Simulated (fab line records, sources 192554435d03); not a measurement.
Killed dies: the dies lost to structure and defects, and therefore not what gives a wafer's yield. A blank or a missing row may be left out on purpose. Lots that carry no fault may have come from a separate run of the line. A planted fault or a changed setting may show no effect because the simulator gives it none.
fab line records	flow n5_finfet
[record] lots = 11	wafers = 29	last_day = 17
route steps=1938 shown BEOL_M1@828 BEOL_M2@842 BEOL_M4@1111 PASSIVATION@1936
lots that met no fault: from a run of the same line without faults
start_h: hours from the record's opening day to when the first of the lot's shown wafers began	wait_h: time in hours since the lot's previous step	" as in the row above	L1.1+2: a row that stands for several wafers	- either no value or no given start	* or withheld: withheld	< > ~ a bound
route shown NAME@n: names a module that has steps shown in the file, with the first one's number in the route	usual: mean and standard deviation over wafers with no fault	same: alike in all rows	chamber/n: place in a boat	sites: readings site by site	_std_site: their standard deviation	_edge_site: the outer-site mean with the inner-site mean subtracted	radius_mm: how far each site lies from the wafer's centre	mask NAME#n: copy n	behind: the tool/chamber that last shaped the wafer	hold: why the lot was held/for how many hours/how that ended	device: whichever transistor did not switch (one of n, p or np)	end of line: at the end of the route, the tests of the same wafers	a step without rows: its recipe alone	killed: not the wafer's yield, but the dies lost to structure and defects at the first sort	map: a wafer's dies, x killed, . not, _ none there
set.NAME: the setting the step ran with; set.NAME@STEP: the setting that earlier step ran with	model.NAME: the simulator's own value behind a step, which no gauge read
steps of the route over a sample of lots; a table a step, a row a wafer
services: the hour from which a tool's chamber was out of use, counted from the record's first day as start_h (under 0 if before that day), plus the number of hours and why
[[steps]]
[step N5_BEOL_M1_SPUTTER_94]
[recipe] material = Cu	target_thk_a = 45	temp_c = -20	chamber_pressure_pa = 0.07	power_w = withheld	time_s = 8.29
[usual] chamber_pressure_pa = 0.07/0.00014	chuck_sensor_temp_C = -15.8/0.44	throttle_valve_pct = 30.2/0.94
lot.wafer	tool	chamber	start_h	wait_h	chamber_pressure_pa	chuck_sensor_temp_C	throttle_valve_pct
L318.1	pvd_sputter-03	-	130.97	0.1	0.06962	-16.6	30.3
L318.2	"	-	"	"	0.06989	-15.9	29.8
L321.2	pvd_sputter-03	-	149.22	0.1	0.06994	-15.7	29.3
L321.3	"	-	"	"	0.07003	-16.1	30.1
L321.6	"	-	"	"	0.06989	-15.4	31.7
L323.1	pvd_sputter-03	-	155.26	0.1	0.07007	-16.0	30.1
L323.5	"	-	"	"	0.07009	-16.6	30.0
L323.6	"	-	"	"	0.07	-15.5	31.5
L324.1	pvd_sputter-03	-	163.29	0.1	0.07007	-15.6	29.2
L324.2	"	-	"	"	0.07016	-15.4	32.0
L324.6	"	-	"	"	0.06976	-16.2	30.2
L326.1	pvd_sputter-01	-	172.90	0.1	0.07009	-15.8	30.8
L326.3	"	-	"	"	0.06985	-14.7	30.5
L326.4	"	-	"	"	0.07005	-16.0	29.5
L327.4	pvd_sputter-03	-	193.88	0.1	0.07	-15.3	31.7
L327.5	"	-	"	"	0.06975	-15.5	29.4
L327.6	"	-	"	"	0.07018	-16.0	30.3
L334.2	pvd_sputter-02	-	229.25	0.1	0.07001	-15.1	30.2
L334.5	"	-	"	"	0.07002	-15.4	29.5
L334.6	"	-	"	"	0.06998	-15.3	30.3
L336.3	pvd_sputter-01	-	237.25	0.1	0.07035	-16.2	31.6
L336.4	"	-	"	"	0.06995	-15.7	31.2
L338.2	pvd_sputter-01	-	258.32	0.1	0.06978	-16.0	29.5
L338.5	"	-	"	"	0.07015	-15.8	31.2
L340.3	pvd_sputter-03	-	264.33	0.1	0.06998	-16.4	30.1
L340.6	"	-	"	"	0.0701	-15.5	29.2
L341.1	pvd_sputter-02	-	265.89	0.1	0.06994	-15.6	29.7
L341.3	"	-	"	"	0.06996	-16.2	29.2
L341.4	"	-	"	"	0.06972	-15.2	30.2
[step N5_BEOL_M1_DEP_57]
[recipe] material = SiCN	target_thk_a = 80	temp_c = withheld	precursor = 3MS/NH3	pressure_torr = 3	rf_w = 202	time_s = 14
[usual] showerhead_plenum_p_Torr = 3.667/0.012	throttle_valve_pct = 9.1/0.46
lot.wafer	tool	chamber	start_h	wait_h	showerhead_plenum_p_Torr	throttle_valve_pct
L318.1	pecvd-02	1	132.54	0.0	3.671	9.6
L318.2	"	2	"	"	3.680	9.0
L321.2	pecvd-02	0	150.50	0.0	3.650	9.5
L321.3	"	1	"	"	3.666	9.3
L321.6	"	1	"	"	3.665	9.4
L323.1	pecvd-03	2	156.46	0.0	3.680	8.4
L323.5	"	1	"	"	3.671	9.1
L323.6	"	2	"	"	3.681	8.6
L324.1	pecvd-03	2	164.49	0.0	3.687	8.6
L324.2	"	1	"	"	3.664	9.2
L324.6	"	1	"	"	3.667	9.2
L326.1	pecvd-03	1	174.12	0.0	3.667	9.2
L326.3	"	0	"	"	3.662	9.4
L326.4	"	1	"	"	3.675	9.5
L327.4	pecvd-02	2	195.10	0.0	3.674	9.0
L327.5	"	0	"	"	3.635	9.5
L327.6	"	1	"	"	3.671	9.3
L334.2	pecvd-03	1	230.45	0.0	3.674	9.3
L334.5	"	0	"	"	3.669	9.6
L334.6	"	2	"	"	3.684	8.8
L336.3	pecvd-01	2	238.69	0.0	3.669	8.3
L336.4	"	1	"	"	3.668	9.4
L338.2	pecvd-01	2	259.52	0.0	3.676	8.3
L338.5	"	0	"	"	3.669	8.4
L340.3	pecvd-02	0	265.55	0.0	3.644	9.7
L340.6	"	1	"	"	3.665	9.5
L341.1	pecvd-01	2	267.09	0.0	3.659	8.5
L341.3	"	1	"	"	3.658	9.2
L341.4	"	0	"	"	3.661	8.3
[step N5_BEOL_M2_THK_MEAS_01]
[recipe] reads = SiOC_of_BEOL_M2_ILD_DEP_00
[usual] M2_ILD_THK = 78.6/1.1
lot.wafer	tool	chamber	start_h	wait_h	M2_ILD_THK[nm]
L318.1	film_metro-01	-	132.74	0.0	78.6
L318.2	"	-	"	"	77.5
L321.2	film_metro-02	-	150.69	0.1	76.9
L321.3	"	-	"	"	77.5
L321.6	"	-	"	"	77.8
L323.1	film_metro-02	-	156.66	0.0	78.8
L323.5	"	-	"	"	79.1
L323.6	"	-	"	"	77.5
L324.1	film_metro-02	-	164.68	0.0	79.9
L324.2	"	-	"	"	78.6
L324.6	"	-	"	"	81.0
L326.1	film_metro-02	-	174.32	0.0	77.8
L326.3	"	-	"	"	78.1
L326.4	"	-	"	"	78.3
L327.4	film_metro-02	-	195.54	0.0	78.0
L327.5	"	-	"	"	79.0
L327.6	"	-	"	"	79.1
L334.2	film_metro-02	-	230.65	0.1	77.8
L334.5	"	-	"	"	78.3
L334.6	"	-	"	"	78.0
L336.3	film_metro-02	-	238.89	0.1	79.5
L336.4	"	-	"	"	80.8
L338.2	film_metro-02	-	259.72	0.1	77.9
L338.5	"	-	"	"	78.0
L340.3	film_metro-02	-	265.74	0.1	78.6
L340.6	"	-	"	"	79.6
L341.1	film_metro-02	-	267.30	0.1	76.0
L341.3	"	-	"	"	78.4
L341.4	"	-	"	"	77.9
[step N5_BEOL_M2_COAT_73]
[recipe] resist = underlayer	temp_c = 205	time_s = 60	spin_rpm = 1500	resist_thk_nm = 5
[usual] heater_power_total_W = 391.7/1.4	plate_temp_C = 204.99/0.15	resist_line_temp_C = 22.98/0.11
lot.wafer	tool	chamber	start_h	wait_h	heater_power_total_W	plate_temp_C	resist_line_temp_C
L318.1	litho_track-05	0	135.73	-	390.4	205.13	22.89
L318.2	"	0	"	"	392.0	204.91	23.02
L321.2	litho_track-01	0	152.51	-	390.9	205.19	23.03
L321.3	"	0	"	"	389.8	205.18	23.08
L321.6	"	0	"	"	393.0	204.80	23.18
L323.1	litho_track-05	0	157.34	-	390.4	205.10	23.01
L323.5	"	0	"	"	390.8	204.72	22.96
L323.6	"	0	"	"	393.1	204.96	23.08
L324.1	litho_track-04	0	166.76	-	391.0	204.85	23.23
L324.2	"	0	"	"	392.2	205.02	23.17
L324.6	"	0	"	"	392.4	205.15	23.10
L326.1	litho_track-05	0	174.54	-	372.8	196.42	23.07
L326.3	"	0	"	"	370.2	196.43	23.06
L326.4	"	0	"	"	372.8	196.19	22.94
L327.4	litho_track-05	0	196.46	-	373.2	196.56	22.93
L327.5	"	0	"	"	368.8	196.59	22.98
L327.6	"	0	"	"	369.4	196.61	22.96
L334.2	litho_track-01	0	234.35	-	390.2	204.99	22.82
L334.5	"	0	"	"	393.0	205.19	22.97
L334.6	"	0	"	"	390.9	204.91	22.97
L336.3	litho_track-01	0	241.14	-	392.8	204.89	23.04
L336.4	"	0	"	"	392.7	204.90	23.16
L338.2	litho_track-05	0	261.28	-	389.8	205.16	22.92
L338.5	"	0	"	"	391.4	204.98	22.90
L340.3	litho_track-05	0	266.32	-	391.5	205.19	23.02
L340.6	"	0	"	"	390.0	205.05	22.90
L341.1	litho_track-05	0	267.68	-	390.4	205.08	22.83
L341.3	"	0	"	"	390.7	205.05	23.04
L341.4	"	0	"	"	392.2	205.07	22.90
[step N5_BEOL_M4_RC_MEAS_101]
[usual] DIBL_N = 36.3/1.6	DIBL_P = 36.2/2	IOFF_N = 0.160/0.028	IOFF_P = 0.21/0.036	ION_N = 677/11	ION_P = 465/6.9	SS_N = 71.5/0.55	SS_P = 73.3/0.64	VT_N = 250/3	VT_P = -250/3.5
lot.wafer	tool	chamber	start_h	wait_h	DIBL_N[mV/V]	DIBL_P[mV/V]	IOFF_N[nA/um]	IOFF_P[nA/um]	ION_N[uA/um]	ION_P[uA/um]	SS_N[mV/dec]	SS_P[mV/dec]	VT_N[mV]	VT_P[mV]
L318.1	prober-01	0	164.88	0.0	40.7	40.5	0.246	0.30	688	472	71.9	73.7	243	-246
L318.2	"	0	"	"	39.1	38.7	0.186	0.25	671	466	72.2	74.2	247	-248
L321.2	prober-01	0	193.52	0.2	37.0	35.5	0.146	0.23	678	464	71.7	72.9	249	-247
L321.3	"	0	"	"	38.2	37.4	0.175	0.26	678	474	71.3	73.4	247	-245
L321.6	"	0	"	"	39.1	37.2	0.185	0.27	683	467	72.3	73.3	247	-243
L323.1	prober-02	0	202.72	0.0	37.8	37.0	0.155	0.22	679	473	71.5	73.6	251	-249
L323.5	"	0	"	"	38.3	36.7	0.152	0.22	662	469	71.8	73.4	253	-248
L323.6	"	0	"	"	40.5	40.7	0.222	0.30	699	477	72.4	74.5	246	-244
L324.1	prober-01	0	204.48	0.0	37.1	36.7	0.159	0.21	679	467	72.0	73.0	250	-252
L324.2	"	0	"	"	37.2	35.5	0.166	0.20	671	459	72.2	72.8	247	-250
L324.6	"	0	"	"	36.6	35.7	0.150	0.19	683	461	71.2	72.2	249	-250
L326.1	prober-01	0	222.86	0.0	34.8	33.0	0.131	0.20	651	456	71.4	72.0	253	-250
L326.3	"	0	"	"	36.5	35.5	0.164	0.24	671	465	71.7	73.1	249	-245
L326.4	"	0	"	"	34.3	33.7	0.126	0.21	648	454	70.7	73.1	254	-246
L327.4	prober-01	0	231.14	0.5	37.8	38.9	0.187	0.29	684	478	71.4	73.6	246	-243
L327.5	"	0	"	"	38.0	39.1	0.190	0.29	688	479	72.1	73.4	248	-243
L327.6	"	0	"	"	37.6	38.2	0.177	0.27	673	469	71.1	73.6	248	-244
L334.2	prober-01	0	277.53	0.2	35.6	35.3	0.145	0.19	679	464	71.6	72.9	250	-253
L334.5	"	0	"	"	36.2	35.9	0.151	0.20	674	459	71.7	73.0	250	-252
L334.6	"	0	"	"	33.8	34.1	0.119	0.16	669	461	70.7	71.9	253	-253
L336.3	prober-01	0	280.76	0.3	36.1	36.7	0.142	0.19	666	457	71.4	73.5	254	-251
L336.4	"	0	"	"	34.9	35.5	0.133	0.18	673	463	71.2	72.8	252	-251
L338.2	prober-01	0	300.23	0.2	33.4	31.5	0.118	0.16	669	455	71.0	72.4	252	-255
L338.5	"	0	"	"	32.2	30.3	0.107	0.15	668	461	69.9	72.7	255	-254
L340.3	prober-01	0	306.05	0.3	36.7	35.4	0.172	0.21	682	463	71.5	73.3	247	-250
L340.6	"	0	"	"	35.5	34.4	0.151	0.20	684	465	71.0	73.7	246	-248
L341.1	prober-02	0	309.49	0.0	36.5	36.4	0.155	0.19	671	453	72.0	73.5	250	-254
L341.3	"	0	"	"	35.6	35.2	0.144	0.16	678	456	71.4	73.4	251	-257
L341.4	"	0	"	"	36.0	35.8	0.139	0.17	670	452	71.6	73.5	249	-253
[step N5_PASSIVATION_PROBE_49]
[usual] defect_limited_yield = 91.2/1.5	killed_at_M0_to_M3 = 36/10	killed_at_M4_up = 13/6	killed_at_contacts = 11/5.2	killed_at_front_end = 40/11	killed_at_other = 3.1/2.9	killed_dies = 104/17	killed_open = 66/12	killed_short = 34/7.7	sort_bin_5_function = 5.1/0.91	sort_bin_6_memory = 3.2/0.67	sort_bin_8_speed = 0.00/0.0074	sort_n_pass = 1076/17	sort_yield_pct = 91.2/1.5
[same] gross_dies = 1180	killed_at_back_side = 0	sort_bin_4_leakage[%] = 0
lot.wafer	tool	chamber	start_h	wait_h	defect_limited_yield[%]	killed_at_M0_to_M3	killed_at_M4_up	killed_at_contacts	killed_at_front_end	killed_at_other	killed_dies	killed_open	killed_short	sort_bin_5_function[%]	sort_bin_6_memory[%]	sort_bin_8_speed[%]	sort_n_pass	sort_yield_pct[%]
L318.1	prober-02	-	283.88	0.0	89.1	59	13	3	52	2	129	82	46	5.8	4.7	0	1051	89.1
L318.2	prober-02	-	283.93	0.1	88.3	59	16	10	51	2	138	90	43	6.5	4.6	0	1042	88.3
L323.1	prober-02	-	306.24	0.0	89.6	40	17	5	53	8	123	59	47	5.3	3.9	0	1057	89.6
L323.5	prober-02	-	306.44	0.2	88.0	43	17	4	74	4	142	94	38	6.9	4.3	0	1038	88.0
L323.6	prober-02	-	306.49	0.3	89.3	65	7	7	46	1	126	69	53	6.1	4.3	0	1054	89.3
L334.2	prober-01	-	380.20	0.1	90.8	36	8	17	46	1	108	65	42	5.4	3.6	0	1072	90.8
L334.5	prober-01	-	380.35	0.2	91.9	36	8	9	42	1	96	69	25	4.7	3.1	0	1084	91.9
L334.6	prober-01	-	380.40	0.3	90.5	31	7	17	56	1	112	70	33	4.6	3.9	0	1068	90.5
L336.3	prober-01	-	388.77	0.1	90.4	43	12	17	41	0	113	73	36	5.1	3.8	0	1067	90.4
L336.4	prober-01	-	388.82	0.2	93.2	28	8	10	33	1	80	51	26	3.9	2.7	0	1100	93.2
// killed by level:class
L318.1 BEOL_M0_SAQP:geometric_particle:short=14 STI_FIN_REVEAL:geometric_particle:open=12 FIN_SAQP:geometric_particle:open=9 BEOL_M1:geometric_particle:open=9 BEOL_M2:geometric_particle:open=9 BEOL_M0_SAQP:geometric_particle:open=8 GATE_CUT:geometric_particle:short=7 GATE_CUT:geometric_particle:open=5
L318.2 STI_FIN_REVEAL:geometric_particle:open=17 BEOL_M0_SAQP:geometric_particle:open=12 BEOL_M3:geometric_particle:open=11 FIN_SAQP:geometric_particle:open=10 BEOL_M0_SAQP:geometric_particle:short=9 FIN_SAQP:geometric_particle:short=8 MOL_CONTACT_COAG:geometric_particle:open=8 GATE_CUT:geometric_particle:short=5
L323.1 BEOL_M0_SAQP:geometric_particle:open=14 BEOL_M0_SAQP:geometric_particle:short=14 HKMG_FIN:area_etch=9 GATE_CUT:geometric_particle:short=8 FIN_SAQP:geometric_particle:short=7 FIN_SAQP:geometric_particle:open=6 GATE_CUT:geometric_particle:open=6 BEOL_M4:geometric_particle:open=5
L323.5 FIN_SAQP:geometric_particle:open=27 BEOL_M0:geometric_particle:open=12 FIN_SAQP:geometric_particle:short=10 GATE_CUT:geometric_particle:open=8 BEOL_M0_SAQP:geometric_particle:open=8 BEOL_M3:geometric_particle:open=8 HKMG_FIN:area_etch=8 BEOL_M0_SAQP:geometric_particle:short=6
L323.6 BEOL_M0_SAQP:geometric_particle:open=26 BEOL_M0_SAQP:geometric_particle:short=23 FIN_SAQP:geometric_particle:short=9 FIN_SAQP:geometric_particle:open=7 DUMMY_GATE:geometric_particle:open=5 MOL_CONTACT_COAG:geometric_particle:open=5 STARTING-WAFER:geometric_particle:open=4 BEOL_M0:geometric_particle:open=4
L334.2 MOL_CONTACT_COAG:geometric_particle:open=11 BEOL_M0_SAQP:geometric_particle:short=11 DUMMY_GATE:geometric_particle:open=10 FIN_SAQP:geometric_particle:short=9 GATE_CUT:geometric_particle:short=9 BEOL_M0_SAQP:geometric_particle:open=8 FIN_SAQP:geometric_particle:open=6 GATE_CUT:geometric_particle:open=6
L334.5 FIN_SAQP:geometric_particle:open=10 BEOL_M0_SAQP:geometric_particle:open=9 BEOL_M2:geometric_particle:open=9 MOL_CONTACT_COAG:geometric_particle:open=8 FIN_SAQP:geometric_particle:short=6 STI_FIN_REVEAL:geometric_particle:open=6 BEOL_M0:geometric_particle:open=5 STARTING-WAFER:geometric_particle:open=4
L334.6 MOL_CONTACT_COAG:geometric_particle:open=17 FIN_SAQP:geometric_particle:open=10 BEOL_M3:geometric_particle:open=10 STI_FIN_REVEAL:geometric_particle:open=8 GATE_CUT:geometric_particle:short=8 HKMG_FIN:area_etch=8 BEOL_M2:geometric_particle:open=7 GATE_CUT:geometric_particle:open=6
L336.3 FIN_SAQP:geometric_particle:open=14 MOL_CONTACT_COAG:geometric_particle:open=13 BEOL_M0_SAQP:geometric_particle:short=11 FIN_SAQP:geometric_particle:short=10 BEOL_M0_SAQP:geometric_particle:open=9 BEOL_M2:geometric_particle:open=9 BEOL_M4:geometric_particle:open=6 DUMMY_GATE:geometric_particle:open=5
L336.4 FIN_SAQP:geometric_particle:open=12 FIN_SAQP:geometric_particle:short=12 MOL_CONTACT_COAG:geometric_particle:open=7 BEOL_M3:geometric_particle:open=7 BEOL_M2:geometric_particle:open=5 BEOL_M0_SAQP:geometric_particle:open=4 BEOL_M0_SAQP:geometric_particle:short=3 BEOL_M1:geometric_particle:open=3
[[services]]
tool	chamber	start_h	hours	kind
pvd_sputter-01	-	107.88	1.9	repair
pecvd-01	-	111.13	28.1	pm
pvd_sputter-03	-	117.71	8.4	repair
pecvd-01	-	158.67	0.7	repair
pvd_sputter-03	-	169.46	17.4	repair
pecvd-03	0	176.17	2.1	scheduled_down
pecvd-03	-	194.16	6.6	repair
pecvd-01	1	218.87	5.0	scheduled_down
pecvd-03	-	257.52	0.3	repair
pvd_sputter-01	-	265.60	4.9	repair
[[key]]
[first_sign] step = N5_BEOL_M2_COAT_73	reading = plate_temp_C	direction = down	sigmas = 57	usual = *	struck = *
[effect] step = N5_BEOL_M2_COAT_73	reading = heater_power_total_W	direction = down	sigmas = 15	usual = *	struck = *
met_at N5_BEOL_M2_COAT_73
struck_lots L326,L327
not_acting_at N5_BEOL_M1_SPUTTER_94,N5_BEOL_M1_DEP_57,N5_BEOL_M2_THK_MEAS_01
onset_between 157.34 174.54
[fault] kind = process_parameter_drift	tool = litho_track-05	chamber = -	onset_h = 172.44	steps = N5_BEOL_M2_COAT_73	channel = temp_c	offset = *	shape = step	end_h = 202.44	acts_in = *	stated = *
